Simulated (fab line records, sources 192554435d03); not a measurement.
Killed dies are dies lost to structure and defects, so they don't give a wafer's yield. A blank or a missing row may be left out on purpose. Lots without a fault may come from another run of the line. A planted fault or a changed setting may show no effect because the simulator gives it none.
Chamber matching | flow n5_finfet | N5_BEOL_M3_STRIP_66 on rie_diel-03: 4 sister chambers
The step strips in CF4. 16 wafers are shown with their chamber, then 8 later ones without.

WAFERS WITH THEIR CHAMBER
wafer  | chamber | throttle_valve_pct (%) | showerhead_plenum_p_Torr (Torr) | oes_product_au (a.u.)
L074.2 | 3       | 13.9                   | 1.86                            | 0.68
L074.4 | 3       | 13.9                   | 1.86                            | 0.70
L074.5 | 1       | 14.0                   | 1.75                            | 0.75
L083.2 | 2       | 13.3                   | 1.83                            | 0.91
L083.5 | 3       | 13.9                   | 1.85                            | 0.68
L083.6 | 2       | 13.3                   | 1.83                            | 0.91
L084.2 | 0       | 12.9                   | 1.74                            | 0.95
L084.3 | 3       | 13.9                   | 1.85                            | 0.68
L084.4 | 1       | 14.0                   | 1.74                            | 0.73
L087.1 | 0       | 13.0                   | 1.73                            | 0.92
L087.2 | 3       | 13.9                   | 1.85                            | 0.68
L087.4 | 2       | 13.3                   | 1.82                            | 0.90
L091.2 | 3       | 13.9                   | 1.85                            | 0.67
L091.4 | 0       | 13.0                   | 1.73                            | 0.92
L091.6 | 1       | 14.1                   | 1.74                            | 0.72
L093.2 | 2       | 13.4                   | 1.82                            | 0.88

SIGNATURES (means of the wafers above)
reading                  | chamber 0 | chamber 1 | chamber 2 | chamber 3 | scatter within a chamber
throttle_valve_pct       | 12.967    | 14.033    | 13.325    | 13.900    | 0.0417
showerhead_plenum_p_Torr | 1.7333    | 1.7433    | 1.8250    | 1.8533    | 0.00553
oes_product_au           | 0.9300    | 0.7333    | 0.9000    | 0.6817    | 0.0134
Rule: a wafer's distance from a chamber is the root of the sum, over the readings, of the square of ((its reading less the chamber's mean) divided by the reading's scatter). The wafer belongs to the nearest chamber; if the next one is less than 2 further off, it can't be placed. The scatter: the root of (the sum of the squares of (reading less its chamber's mean) over the shown wafers, divided by (wafers less chambers)).

WAFERS WITHOUT THEIR CHAMBER
wafer  | throttle_valve_pct (%) | showerhead_plenum_p_Torr (Torr) | oes_product_au (a.u.)
L093.3 | 14.1                   | 1.74                            | 0.72
L093.5 | 13.9                   | 1.85                            | 0.67
L095.1 | 13.0                   | 1.73                            | 0.89
L095.2 | 14.1                   | 1.74                            | 0.72
L095.5 | 13.0                   | 1.73                            | 0.90
L096.2 | 13.4                   | 1.82                            | 0.87
L096.4 | 13.0                   | 1.73                            | 0.90
L096.6 | 13.4                   | 1.82                            | 0.87

WHICH CHAMBER EACH WENT THROUGH
wafer  | from the rows above | in truth
L093.3 | 1                   | 1
L093.5 | 3                   | 3
L095.1 | 0                   | 0
L095.2 | 1                   | 1
L095.5 | 0                   | 0
L096.2 | 2                   | 2
L096.4 | 0                   | 0
L096.6 | 2                   | 2
Placed correctly: 8 of 8. Can't be placed from these rows: 0. Placed wrongly: 0.
